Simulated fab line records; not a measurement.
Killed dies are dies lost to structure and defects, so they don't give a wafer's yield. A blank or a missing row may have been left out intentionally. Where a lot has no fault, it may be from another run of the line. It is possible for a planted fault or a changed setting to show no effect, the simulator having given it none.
A struck lot beside a sound one -- flow n5-finfet -- 39 steps out of a route of 1938
Sound: the wafers L359.2, L359.4, L359.6. Struck: wafers L358.1, L358.2, L358.3. Last of all comes the cause.
Order at every step that has rows: each side's tool, ch and its chambers, its first start. Under that, the readings that differ: sound wafers -- struck wafers -- difference of the means -- sigmas: that difference in standard deviations of wafers without a fault.
alike: readings with means less than 2 such deviations apart, plus words and numbers identical on both sides. not compared: withheld readings, readings lacking a value on some wafer, bounds such as >300 that could conceal the same value, and numbers that have no deviation in the record and whose values overlap.
Wherever a step has rows on one side only, a row that says differs or no value, or a row with sigmas, the two part there. Non-overlapping numbers with no deviation appear without sigmas and do not part them. A reading missing from all wafers of one side parts the sides only when that side holds two or more wafers.

first, 9 steps without rows for these wafers: N5_BEOL_M4_ANNEAL_95 (time 240 s); N5_BEOL_M4_SPUTTER_96 (material Cu, target thk 4.5 nm, time 8.29 s); N5_BEOL_M4_ECD_50 (material Cu, target thk 300 nm); N5_BEOL_M4_ANNEAL_51 (time 90 s); N5_BEOL_M4_CMP_52 (polishes, stops on SiOC, t overpolish 6.8 s, target thk 40 nm); N5_BEOL_M4_PRE_CLEAN_60 (time 15 s); N5_BEOL_M4_CO_CAP_55 (material Co, precursor CCTBA/H2, target thk 2 nm, time 102.1 s); N5_BEOL_M4_PRE_CLEAN_56 (time 15 s); N5_BEOL_M4_DEP_57 (deposits SiCN from 3MS/NH3, target thk 8 nm, time 14 s).
N5_BEOL_M4_RC_MEAS_101:
  sound on prober-01 ch 0, day 13 20:31; struck on prober-01 ch 0, day 14 04:18
reading,sound,struck,difference,sigmas
ION_P (uA/um),455 464 458,477 473 483,+19,+2
SS_N (mV/dec),71.4 71.0 70.6,72.2 72.8 72.2,+1.4,+2
VT_N (mV),253 252 256,248 247 244,-7,-2
VT_P (mV),-252 -254 -254,-246 -245 -245,+8,+2
  alike: DIBL_N, DIBL_P, IOFF_N, IOFF_P, ION_N, SS_P
then, 24 steps without rows for these wafers: N5_BEOL_M5_ILD_DEP_00 (deposits SiCOH lowk from DEMS/porogen, target thk 140.64 nm, time 25.9 s); N5_BEOL_M5_CURE_79 (cures SiCOH lowk, time 240 s); N5_BEOL_M5_PECVD_70 (deposits SiO2 from TEOS/O2, target thk 16 nm, time 18 s); N5_BEOL_M5_HM_DEP_02 (deposits TiN, target thk 20 nm); N5_BEOL_M5_COAT_59 (time 60 s, resist thk 60 nm); N5_BEOL_M5_COAT_60 (time 60 s, resist thk 12 nm); N5_BEOL_M5_COAT_71 (time 60 s, resist thk 5 nm); N5_BEOL_M5_COAT_05 (resist thk 30 nm); N5_BEOL_M5_EBR_07; N5_BEOL_M5_SOFTBAKE_06 (time 60 s); N5_BEOL_M5_EXPOSE_08 (exposes mask M5, target cd 28 nm); N5_BEOL_M5_PEB_09 (peb time 60 s); N5_BEOL_M5_DEVELOP_10 (develop time 30 s); N5_BEOL_M5_DESCUM_16 (chemistry O2, time 7 s); N5_BEOL_M5_ETCH_72 (etches underlayer in N2/H2, target depth 6.5 nm, time 5.2 s); N5_BEOL_M5_ETCH_61 (etches SiARC in CF4, target depth 15.6 nm, time 26 s); N5_BEOL_M5_ETCH_62 (etches SOC in N2/H2, target depth 75 nm, overetch 15 nm, time 112.5 s); N5_BEOL_M5_STRIP_63 (strips in N2/H2); N5_BEOL_M5_STRIP_73 (strips in N2/H2); N5_BEOL_M5_STRIP_64 (strips in CF4); N5_BEOL_M5_HM_OPEN_17 (chemistry Cl2/BCl3, target TiN, target depth 20 nm, overetch 6 nm); N5_BEOL_M5_STRIP_19 (strips in O2); N5_BEOL_M5_COAT_65 (time 60 s, resist thk 60 nm); N5_BEOL_M5_COAT_66 (time 60 s, resist thk 12 nm).
-- record jumps: 3 days separate the struck wafers' starts on either side; left off in module BEOL_M5, taken up again in module BEOL_M12, whose first shown step is the route's number 1653 --
N5_BEOL_M12_CMP_49: polishes, stops on SiOC, t overpolish 20.6 s, target thk 320 nm.
  sound on cmp-01 ch 0,2, day 17 00:02; struck on cmp-04 ch 0,2,3, day 16 21:35
  no value came back on the struck wafers for any of 5 readings (barrier-field-endpoint-s (s), clearing-platen-down-force-psi (psi) and others); on the sound wafers barrier-field-endpoint-s (s) reads 30.4 31.0 30.4
reading,sound,struck,difference,sigmas
model.Cu_of_BEOL_M12_ECD_47.thk-nm (nm),321.2 319.6 319.4,722.6 726 723.2,+403.9,
N5_BEOL_M12_THK_MEAS_50: measures by xrf.
  sound on film-metro-01 at day 17 00:17; struck on film-metro-02 at day 16 21:51
reading,sound,struck,difference,sigmas
M12_THK (nm),321 319 320,722 728 723,+404,+67
N5_BEOL_M12_RS_MEAS_54: a four-point-probe measurement.
  sound on film-metro-01 at day 17 00:25; struck on film-metro-02 at day 16 21:58
reading,sound,struck,difference,sigmas
M12_RS (ohm/sq),0.0598 0.0602 0.0601,0.0233 0.0231 0.0232,-0.0368,-37
N5_BEOL_M12_INSPECT_55: inspects for defects (darkfield).
  sound on defect-inspect-01 at day 17 00:26; struck on defect-inspect-02 at day 16 22:00
reading,sound,struck,difference,sigmas
raw-defect-count,94 64 47,4878 4997 4760,+4810,+99 or more
N5_PASSIVATION_PROBE_49:
  only the struck wafers here have rows in the record (prober-02, day 18 15:25); the sound ones have none

## WHERE THEY PART
Earliest at N5_BEOL_M4_RC_MEAS_101; latest, in this record, at N5_PASSIVATION_PROBE_49.

WHY: what had been put in by the simulator
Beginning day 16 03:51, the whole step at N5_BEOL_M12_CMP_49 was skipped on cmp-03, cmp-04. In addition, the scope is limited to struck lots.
